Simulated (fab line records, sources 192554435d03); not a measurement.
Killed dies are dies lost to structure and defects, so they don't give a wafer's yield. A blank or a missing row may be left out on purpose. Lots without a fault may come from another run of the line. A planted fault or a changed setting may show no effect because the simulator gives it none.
fab line records | flow n5_finfet
record lots=5 wafers=15 last_day=15
route steps=1938 shown PMOS_HMC_CHANNEL_EPI@87 FIN_SAQP@90 BEOL_M4@1111
lots that met no fault: from a run of the same line without faults
start_h: hours from the record's first day to the start of the lot's first wafer shown | wait_h: hours since the lot's step before | " the same as in the row above | L1.1+2: a row that stands for several wafers | - no value, or no start given | * or withheld: withheld | < > ~ a bound
route shown NAME@n: a module of which the file shows steps, and the number in the route of the first | usual: mean/standard deviation of fault-free wafers | same: alike in all rows | chamber/n: place in a boat | sites: the reading at each site | _std_site: their standard deviation | _edge_site: outer sites' mean less inner sites' | radius_mm: how far each site lies from the wafer's centre | mask NAME#n: copy n | behind: the tool/chamber that last shaped the wafer | hold: why the lot was held/for how many hours/how that ended | device: the transistor (n, p or np) that didn't switch | end of line: the same wafers' tests at the end of the route | a step without rows: its recipe alone | killed: dies lost to structure and defects at the first sort, not the wafer's yield | map: a wafer's dies, x killed, . not, _ none there
set.NAME: the setting as run; set.NAME@STEP: as run at that earlier step | model.NAME: the simulator's own value behind a step, which no gauge read
lots at some steps of the route; a table a step, a row a wafer
services: from which hour (start_h, from the record's first day; less than 0 if before it) a tool's chamber was out of use, for how many hours, and why
## steps
# step N5_PMOS_HMC_CHANNEL_EPI_EPI_26
# recipe material=Si target_thk_a=38 temp_c=650 precursor=SiH4/H2 pressure_torr=20 time_s=22.7
# usual throttle_valve_pct=11.4/0.38
# same time_s=22.7
# columns lot.wafer tool chamber start_h wait_h throttle_valve_pct
L432.1 epi_rpcvd-03 0 21.73 0.0 11.9
L432.2 " 0 " " 11.6
L432.3 " 0 " " 12.0
L434.1 epi_rpcvd-02 0 33.31 0.0 11.1
L434.2 " 0 " " 11.4
L434.5 " 0 " " 11.4
L435.3 epi_rpcvd-02 0 39.10 0.2 11.3
L435.4 " 0 " " 11.0
L435.5 " 0 " " 11.1
L442.2 epi_rpcvd-02 0 80.12 0.1 11.2
L442.4 " 0 " " 11.2
L442.5 " 0 " " 10.8
L445.2 epi_rpcvd-01 0 98.92 0.1 10.9
L445.4 " 0 " " 11.1
L445.6 " 0 " " 11.1
# step N5_PMOS_HMC_CHANNEL_EPI_INSPECT_30
# recipe inspect_instrument=darkfield mode=post_epi
# usual raw_defect_count=19/6.4
# columns lot.wafer tool chamber start_h wait_h raw_defect_count
L432.1 defect_inspect-01 - 22.33 0.0 19
L432.2 " - " " 30
L432.3 " - " " 17
L434.1 defect_inspect-02 - 33.78 0.0 14
L434.2 " - " " 27
L434.5 " - " " 30
L435.3 defect_inspect-02 - 39.46 0.0 26
L435.4 " - " " 15
L435.5 " - " " 26
L442.2 defect_inspect-01 - 80.54 0.0 19
L442.4 " - " " 20
L442.5 " - " " 22
L445.2 defect_inspect-01 - 99.24 0.0 27
L445.4 " - " " 28
L445.6 " - " " 15
# step N5_FIN_SAQP_PRECLEAN_42
# recipe chemistry=O3/DIW time_s=60 temp_c=22 o3_ppm=10
# step N5_FIN_SAQP_PRECLEAN_00
# recipe chemistry=SC1 time_s=60 temp_c=55 mix=1:2:50
# step N5_FIN_SAQP_PRECLEAN_44
# recipe chemistry=SC2 time_s=45 temp_c=35 mix=1:1:50
# step N5_FIN_SAQP_SRD_01
# recipe dry=ipa_marangoni time_s=30 temp_c=23 rinse_liquid=diw
# step N5_FIN_SAQP_ALD_61
# recipe material=SiO2 target_thk_a=40 temp_c=300 ald_precursor_family=BDEAS ald_co_reactant=O2-plasma pulse_time_s=1 purge_time_s=2 co_reactant_purge_time_s=2 ald_cycles=43 pressure_torr=2
# usual heater_power_w=464/54 precursor_pulse_height_rel=1.000/0.019
# columns lot.wafer tool chamber start_h wait_h heater_power_w precursor_pulse_height_rel
L432.1 ald_sin-03 3 25.00 2.6 486 1.006
L432.2 " 0 " " 406 0.948
L432.3 " 1 " " 547 0.994
L434.1 ald_sin-04 0 33.90 0.0 358 1.003
L434.2 " 3 " " 480 1.021
L434.5 " 3 " " 475 1.003
L435.3 ald_sin-01 0 40.33 0.8 506 0.974
L435.4 " 3 " " 422 0.990
L435.5 " 0 " " 510 1.012
L442.2 ald_sin-01 3 80.67 0.0 429 1.002
L442.4 " 1 " " 421 0.999
L442.5 " 0 " " 501 1.018
L445.2 ald_sin-03 3 101.19 1.9 496 1.004
L445.4 " 2 " " 611 1.007
L445.6 " 2 " " 609 1.011
# step N5_FIN_SAQP_DENSIFY_62
# recipe temp_c=700 time_s=60 ambient=N2 idle_temp_c=600 ramp_up_c_per_s=150 ramp_down_c_per_s=60 cool_to_c=600
# step N5_FIN_SAQP_HM_DEP_03
# recipe material=SiNx target_thk_a=380 temp_c=400 precursor=SiH4/NH3/N2 pressure_torr=1.5 rf_w=300 time_s=33.6
# usual heater_power_w=762/120 showerhead_plenum_p_Torr=5.14/0.085 throttle_valve_pct=39.6/2.6
# same time_s=33.6
# columns lot.wafer tool chamber start_h wait_h heater_power_w showerhead_plenum_p_Torr throttle_valve_pct
L432.1 pecvd-01 0 25.43 0.2 694 5.17 38.0
L432.2 " 1 " " 1023 5.28 43.0
L432.3 " 1 " " 987 5.29 42.7
L434.1 pecvd-01 1 34.52 0.2 986 5.30 43.1
L434.2 " 0 " " 748 5.16 38.1
L434.5 " 1 " " 991 5.29 43.1
L435.3 pecvd-04 2 40.75 0.1 793 5.20 42.4
L435.4 " 2 " " 803 5.21 42.5
L435.5 " 1 " " 694 5.03 38.8
L442.2 pecvd-04 1 81.08 0.2 739 5.04 38.7
L442.4 " 2 " " 829 5.20 42.5
L442.5 " 0 " " 643 5.15 37.0
L445.2 pecvd-01 2 101.68 0.2 883 5.04 37.1
L445.4 " 0 " " 769 5.15 38.3
L445.6 " 1 " " 922 5.30 42.9
# step N5_FIN_SAQP_THK_MEAS_05
# usual thk_nm=38.1/0.46
# columns lot.wafer tool chamber start_h wait_h thk_nm
L432.1 film_metro-02 - 25.55 0.1 37.3
L432.2 " - " " 37.3
L432.3 " - " " 37.8
L434.1 film_metro-01 - 34.64 0.1 37.4
L434.2 " - " " 38.0
L434.5 " - " " 37.6
L435.3 film_metro-02 - 40.83 0.1 37.7
L435.4 " - " " 38.5
L435.5 " - " " 37.7
L442.2 film_metro-01 - 81.17 0.1 37.7
L442.4 " - " " 38.4
L442.5 " - " " 38.6
L445.2 film_metro-01 - 101.76 0.1 37.5
L445.4 " - " " 38.6
L445.6 " - " " 38.1
# step N5_FIN_SAQP_PECVD_47
# recipe material=a-Si target_thk_a=450 temp_c=400 precursor=SiH4/He pressure_torr=3 rf_w=100 time_s=36.3
# usual heater_power_w=839/100 showerhead_plenum_p_Torr=5.67/0.052 throttle_valve_pct=18.4/1.3
# same time_s=36.3
# columns lot.wafer tool chamber start_h wait_h heater_power_w showerhead_plenum_p_Torr throttle_valve_pct
L432.1 pecvd-03 0 25.58 0.0 757 5.68 18.3
L432.2 " 1 " " 885 5.70 20.4
L432.3 " 2 " " 830 5.61 16.9
L434.1 pecvd-04 2 34.67 0.0 785 5.71 19.3
L434.2 " 0 " " 723 5.69 16.9
L434.5 " 0 " " 747 5.69 17.2
L435.3 pecvd-03 2 40.89 0.1 825 5.61 16.7
L435.4 " 1 " " 889 5.72 20.2
L435.5 " 2 " " 823 5.63 16.9
L442.2 pecvd-03 1 81.21 0.0 941 5.70 20.5
L442.4 " 0 " " 713 5.66 18.4
L442.5 " 1 " " 944 5.70 20.3
L445.2 pecvd-03 1 101.80 0.0 894 5.70 20.2
L445.4 " 0 " " 745 5.68 18.2
L445.6 " 2 " " 888 5.62 17.0
# step N5_FIN_SAQP_PECVD_48
# recipe material=SiNx target_thk_a=250 temp_c=400 precursor=SiH4/NH3/N2 pressure_torr=1.5 rf_w=300 time_s=22.1
# usual heater_power_w=771/120 showerhead_plenum_p_Torr=5.14/0.068 throttle_valve_pct=40.4/3
# columns lot.wafer tool chamber start_h wait_h heater_power_w showerhead_plenum_p_Torr throttle_valve_pct model.SiNx_of_FIN_SAQP_PECVD_48.thk_nm
L432.1 pecvd-03 0 25.62 0.0 607 5.14 40.3 24.93
L432.2 " 1 " " 856 5.18 44.8 24.91
L432.3 " 2 " " 763 5.08 37.1 25.11
L434.1 pecvd-04 2 34.72 0.0 748 5.21 42.5 24.78
L434.2 " 0 " " 676 5.16 37.2 24.58
L434.5 " 0 " " 647 5.15 37.1 25.2
L435.3 pecvd-03 2 40.95 0.0 745 5.09 37.0 25.44
L435.4 " 1 " " 796 5.18 44.5 25.19
L435.5 " 2 " " 747 5.08 37.3 24.98
L442.2 pecvd-03 1 81.25 0.0 921 5.17 44.6 24.65
L442.4 " 0 " " 596 5.14 40.1 25.19
L442.5 " 1 " " 904 5.16 44.4 24.84
L445.2 pecvd-03 1 101.84 0.0 870 5.19 44.7 25.01
L445.4 " 0 " " 630 5.13 40.2 8.41
L445.6 " 2 " " 695 5.07 37.3 25.34
# step N5_FIN_SAQP_PECVD_06
# recipe material=a-Si target_thk_a=600 temp_c=400 precursor=SiH4/He pressure_torr=3 rf_w=100 time_s=48.1
# step N5_FIN_SAQP_THK_MEAS_07
# usual thk_nm=59.8/0.81
# columns lot.wafer tool chamber start_h wait_h thk_nm
L432.1 film_metro-01 - 25.75 0.1 59.5
L432.2 " - " " 58.3
L432.3 " - " " 58.3
L434.1 film_metro-01 - 34.84 0.1 59.7
L434.2 " - " " 58.4
L434.5 " - " " 60.2
L435.3 film_metro-02 - 41.11 0.1 58.7
L435.4 " - " " 59.8
L435.5 " - " " 58.2
L442.2 film_metro-02 - 81.38 0.1 59.4
L442.4 " - " " 61.2
L442.5 " - " " 61.1
L445.2 film_metro-01 - 101.97 0.1 59.1
L445.4 " - " " 61.0
L445.6 " - " " 60.2
# step N5_FIN_SAQP_HM_DEP_72
# recipe material=SiO2 target_thk_a=120 temp_c=400 precursor=SiH4/N2O pressure_torr=0.75 rf_w=275 time_s=7.2
# step N5_FIN_SAQP_COAT_49
# recipe resist=SOC temp_c=250 time_s=60 spin_rpm=1500 resist_thk_nm=100
# step N5_FIN_SAQP_COAT_50
# recipe resist=SiARC temp_c=220 time_s=60 spin_rpm=1500 resist_thk_nm=35
# step N5_FIN_SAQP_COAT_10
# recipe resist=CAR-ArF spin_rpm=1500 resist_thk_nm=90
# step N5_FIN_SAQP_EBR_12
# recipe solvent=PGMEA ebr_width_mm=1.5
# step N5_FIN_SAQP_SOFTBAKE_11
# recipe temp_c=110 time_s=60 resist=CAR-ArF
# step N5_FIN_SAQP_EXPOSE_13
# recipe mask_id=FIN_CORE na=1.35 source_shape=dipole sigma_inner=0.538 sigma_outer=0.738 polarization=te target_cd_nm=35.6 dose_mj=63.25
# step N5_FIN_SAQP_PEB_14
# recipe peb_temp_c=withheld peb_time_s=60 resist=CAR-ArF
# step N5_FIN_SAQP_DEVELOP_15
# recipe develop_time_s=30 developer=TMAH resist=CAR-ArF dev_temp_c=23 rinse_liquid=diw dry=air_spin
# step N5_FIN_SAQP_CD_MEAS_16
# recipe target_cd_nm=35.6 landing_energy_ev=500 detector=se_inlens
# usual cd_nm=35.58/0.27
# columns lot.wafer tool chamber start_h wait_h cd_nm
L432.1 cd_sem-03 0 26.24 - 35.86
L432.2 " 0 " " 35.68
L432.3 " 0 " " 36.14
L434.1 cd_sem-03 0 35.33 - 35.73
L434.2 " 0 " " 35.62
L434.5 " 0 " " 35.62
L435.3 cd_sem-03 0 41.62 - 35.61
L435.4 " 0 " " 35.76
L435.5 " 0 " " 35.28
L442.2 cd_sem-02 0 81.86 - 35.41
L442.4 " 0 " " 35.62
L442.5 " 0 " " 35.48
L445.2 cd_sem-02 0 102.33 - 35.98
L445.4 " 0 " " 35.98
L445.6 " 0 " " 35.62
# step N5_FIN_SAQP_OVL_MEAS_17
# recipe points_per_wafer=44
# usual FIN_CORE_OVL=-0.3/0.77
# columns lot.wafer tool chamber start_h wait_h FIN_CORE_OVL[nm]
L432.1 overlay-02 0 26.29 0.0 -0.4
L432.2 " 0 " " -1.3
L432.3 " 0 " " -0.9
L434.1 overlay-02 0 35.37 0.0 0.5
L434.2 " 0 " " -1.1
L434.5 " 0 " " -1.2
L435.3 overlay-02 0 41.66 0.0 -0.7
L435.4 " 0 " " -0.2
L435.5 " 0 " " 0.0
L442.2 overlay-01 0 81.90 0.0 0.6
L442.4 " 0 " " -1.5
L442.5 " 0 " " -0.5
L445.2 overlay-02 0 102.37 0.0 0.1
L445.4 " 0 " " 1.7
L445.6 " 0 " " -0.5
# step N5_FIN_SAQP_INSPECT_18
# recipe mode=adi inspect_instrument=brightfield
# usual raw_defect_count=434/140
# columns lot.wafer tool chamber start_h wait_h raw_defect_count
L432.1 defect_inspect-02 - 26.31 0.0 291
L432.2 " - " " 216
L432.3 " - " " 360
L434.1 defect_inspect-02 - 35.39 0.0 404
L434.2 " - " " 342
L434.5 " - " " 339
L435.3 defect_inspect-02 - 41.68 0.0 509
L435.4 " - " " 527
L435.5 " - " " 496
L442.2 defect_inspect-01 - 81.92 0.0 197
L442.4 " - " " 349
L442.5 " - " " 216
L445.2 defect_inspect-01 - 102.39 0.0 285
L445.4 " - " " 242
L445.6 " - " " 307
# step N5_FIN_SAQP_DESCUM_21
# recipe chemistry=O2 time_s=7.9 source_power_w=50 bias_power_w=20 pressure_mtorr=20 rf_frequency_hz=2.712e+07 temp_c=40 resist=CAR-ArF o2_flow_sccm=225
# usual bias_power_w=20.00/0.062 drypump_motor_current_A=5.7/0.47 oes_product_au=0.76/0.071 rf_vpp_V=244.3/1 showerhead_plenum_p_Torr=2.17/0.039 throttle_valve_pct=20.41/0.27
# same time_s=7.9
# columns lot.wafer tool chamber start_h wait_h bias_power_w drypump_motor_current_A oes_product_au rf_hours_counter_h rf_vpp_V showerhead_plenum_p_Torr throttle_valve_pct
L432.1 rie_diel-01 2 26.34 0.0 19.98 5.2 0.71 209 245.0 2.17 20.96
L432.2 " 0 " " 20.04 6.4 0.79 127 243.9 2.20 20.27
L432.3 " 3 " " 20.06 6.3 0.76 152 244.3 2.16 20.20
L434.1 rie_diel-01 1 35.43 0.0 20.00 5.7 0.84 57 247.3 2.22 20.28
L434.2 " 2 " " 19.98 5.2 0.71 212 244.0 2.17 20.95
L434.5 " 2 " " 19.99 5.2 0.72 - 244.7 2.17 20.95
L435.3 rie_diel-01 0 41.81 0.1 19.90 6.3 0.78 131 244.9 2.19 20.27
L435.4 " 1 " " 20.03 5.7 0.84 59 243.5 2.22 20.28
L435.5 " 1 " " 20.13 5.7 0.83 - 245.6 2.22 20.27
L442.2 rie_diel-01 1 81.96 0.0 20.05 5.7 0.82 71 244.9 2.21 20.32
L442.4 " 2 " " 19.94 5.2 0.71 226 243.4 2.16 20.97
L442.5 " 0 " " 19.95 6.4 0.77 - 244.2 2.19 20.30
L445.2 rie_diel-01 1 102.43 0.0 20.04 5.7 0.82 79 244.4 2.21 20.30
L445.4 " 3 " " 20.03 6.3 0.75 178 245.1 2.15 20.23
L445.6 " 0 " " 19.96 6.4 0.76 - 244.0 2.19 20.31
# step N5_FIN_SAQP_ETCH_51
# recipe chemistry=CF4 target=SiARC target_depth_a=455 mask_material=CAR-ArF time_s=75.8 ion_energy_ev=80 pressure_mtorr=40 source_w=545 bias_w=36 Ar_flow_sccm=100 cf4_flow_sccm=100 ends=cleared
# step N5_FIN_SAQP_ETCH_52
# recipe chemistry=N2/H2 target=SOC target_depth_a=1000 overetch_a=200 mask_material=SiARC temp_c=40 time_s=150 ion_energy_ev=200 pressure_mtorr=30 source_w=840 bias_w=150 n2_flow_sccm=200 h2_flow_sccm=200 ends=end_point
# step N5_FIN_SAQP_STRIP_53
# recipe chemistry=N2/H2 temp_c=40 n2_flow_sccm=200 h2_flow_sccm=200 rf_frequency_hz=6e+07
# step N5_FIN_SAQP_HM_OPEN_73
# recipe chemistry=CHF3/O2 target=SiO2 stop_on=a-Si target_depth_a=120 over_etch_frac=1.8 mask_material=SOC time_s=16.8 pressure_mtorr=30 source_w=650 bias_w=170 Ar_flow_sccm=200 CHF3_flow_sccm=50 O2_flow_sccm=5 ion_energy_ev=200 ends=end_point
# step N5_FIN_SAQP_STRIP_74
# recipe chemistry=CHF3/O2 resist=SiARC rf_frequency_hz=6e+07
# step N5_FIN_SAQP_MANDREL_ETCH_22
# recipe target_depth_a=600 chemistry=HBr/Cl2 target=a-Si stop_on=SiNx bt_time_s=10 over_etch_frac=0.5 time_s=30 pressure_mtorr=10 icp_w=800 bias_w=75 HBr_flow_sccm=150 Cl2_flow_sccm=80 ends=end_point
# usual HBr_flow_sccm=150.0/0.48 drypump_motor_current_A=5.7/0.47 oes_product_au=0.760/0.012 throttle_valve_pct=35.4/0.39
# columns lot.wafer tool chamber start_h wait_h HBr_flow_sccm drypump_motor_current_A oes_product_au rf_hours_counter_h throttle_valve_pct model.SiNx_of_FIN_SAQP_PECVD_48.thk_nm
L432.1 rie_si-01 1 26.63 0.0 149.9 6.5 0.749 6 35.0 24.91
L432.2 " 0 " " 149.9 5.6 0.750 2 35.1 24.85
L432.3 " 3 " " 149.6 5.7 0.746 33 35.7 25.03
L434.1 rie_si-01 1 35.71 0.0 150.0 6.5 0.748 6 35.0 24.76
L434.2 " 0 " " 149.9 5.6 0.757 2 35.1 24.52
L434.5 " 3 " " 149.1 5.7 0.760 - 35.7 25.12
L435.3 rie_si-01 2 42.10 0.0 149.6 5.6 0.742 61 35.8 25.44
L435.4 " 1 " " 149.1 6.5 0.754 6 35.0 25.18
L435.5 " 1 " " 150.4 6.5 0.736 - 35.1 24.97
L442.2 rie_si-01 1 82.24 0.0 149.4 6.5 0.745 7 35.0 24.63
L442.4 " 3 " " 149.2 5.7 0.771 34 35.6 25.11
L442.5 " 0 " " 151.0 5.6 0.773 - 35.1 24.77
L445.2 rie_si-01 0 102.71 0.0 150.0 5.6 0.746 4 35.1 24.95
L445.4 " 3 " " 149.9 5.7 0.768 34 35.6 8.331
L445.6 " 0 " " 149.6 5.6 0.764 - 35.1 25.28
# step N5_FIN_SAQP_STRIP_55
# recipe chemistry=N2/H2 power_w=500 temp_c=40 pressure_mtorr=50 rf_frequency_hz=6e+07 overash_fraction=0.3 bias_power_w=28 h2_frac=0.5 n2_flow_sccm=300 h2_flow_sccm=300
# step N5_BEOL_M4_RC_MEAS_101
# usual DIBL_N=37.0/1.7 DIBL_P=36.7/2 IOFF_N=0.17/0.035 IOFF_P=0.22/0.035 ION_N=672/12 ION_P=461/7.5 SS_N=71.6/0.67 SS_P=73.4/0.64 VT_N=250/3.5 VT_P=-250/3.5
# columns lot.wafer tool chamber start_h wait_h DIBL_N[mV/V] DIBL_P[mV/V] IOFF_N[nA/um] IOFF_P[nA/um] ION_N[uA/um] ION_P[uA/um] SS_N[mV/dec] SS_P[mV/dec] VT_N[mV] VT_P[mV]
L434.1 prober-01 0 175.77 0.0 35.1 36.8 0.14 0.18 656 450 71.9 73.4 251 -252
L434.2 " 0 " " 35.9 38.3 0.15 0.20 682 467 71.5 74.0 252 -252
L434.5 " 0 " " 34.4 37.0 0.13 0.19 671 469 72.1 72.9 251 -252
L432.1 prober-02 0 176.11 0.0 35.6 35.6 0.14 0.18 668 459 71.3 72.6 249 -252
L432.2 " 0 " " 34.7 34.5 0.13 0.16 660 455 71.0 72.1 253 -253
L432.3 " 0 " " 36.7 37.2 0.17 0.20 678 466 71.0 72.8 247 -253
L435.3 prober-02 0 187.62 0.3 37.1 37.4 0.18 0.26 689 474 70.9 73.6 247 -248
L435.4 " 0 " " 34.3 33.4 0.13 0.19 655 455 71.2 72.7 250 -252
L435.5 " 0 " " 36.9 37.0 0.18 0.26 674 463 72.4 74.1 247 -245
L442.2 prober-02 0 227.12 0.2 34.6 34.7 0.13 0.17 674 457 70.9 72.6 254 -256
L442.4 " 0 " " 35.8 36.6 0.15 0.20 667 457 71.6 73.4 254 -252
L442.5 " 0 " " 37.8 39.5 0.19 0.24 686 469 71.2 74.7 252 -250
L445.2 prober-01 0 253.25 0.2 34.9 33.9 0.12 0.17 665 459 71.4 73.0 254 -256
L445.4 " 0 " " 35.9 34.7 0.14 0.18 658 450 71.4 72.9 252 -253
L445.6 " 0 " " 34.6 33.4 0.12 0.16 652 447 70.9 73.1 254 -257
## services
# columns tool chamber start_h hours kind
ald_sin-03 1 4.38 2.1 repair
rie_diel-01 - 5.16 0.7 repair
pecvd-04 - 9.24 5.3 repair
rie_diel-01 2 10.94 3.8 repair
ald_sin-01 - 12.41 14.6 pm
ald_sin-03 - 18.16 6.1 pm
epi_rpcvd-01 - 21.17 27.2 pm
ald_sin-03 - 27.29 1.6 repair
pecvd-03 0 39.98 23.0 repair
ald_sin-04 0 44.99 5.6 repair
ald_sin-01 - 46.44 4.5 repair
ald_sin-03 1 51.93 1.3 repair
ald_sin-03 1 57.34 5.5 repair
pecvd-01 - 59.17 0.5 repair
ald_sin-04 1 60.30 25.2 repair
ald_sin-03 1 69.43 6.9 repair
rie_diel-01 - 70.05 2.8 pm
ald_sin-04 3 80.38 7.1 repair
ald_sin-03 2 84.95 3.3 repair
pecvd-01 - 85.10 0.6 repair
pecvd-01 2 87.50 3.9 repair
ald_sin-04 - 93.00 28.1 pm
pecvd-04 1 102.09 4.7 repair
pecvd-04 2 102.25 2.1 scheduled_down
## key
first_sign none at tools or gauges
model_effect step=N5_FIN_SAQP_PECVD_48 value=SiNx_of_FIN_SAQP_PECVD_48.thk_nm without=25.26 struck=8.41
model_effect step=N5_FIN_SAQP_MANDREL_ETCH_22 value=SiNx_of_FIN_SAQP_PECVD_48.thk_nm without=25.18 struck=8.331
met_at N5_FIN_SAQP_PECVD_48
struck_wafers L445.4
onset_between 81.25 101.84
fault kind=process_parameter_drift tool=pecvd-03 chamber=- onset_h=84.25 steps=N5_FIN_SAQP_PECVD_48 channel=time_s offset=* shape=step end_h=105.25 scope=struck_wafers_only acts_in=* stated=*
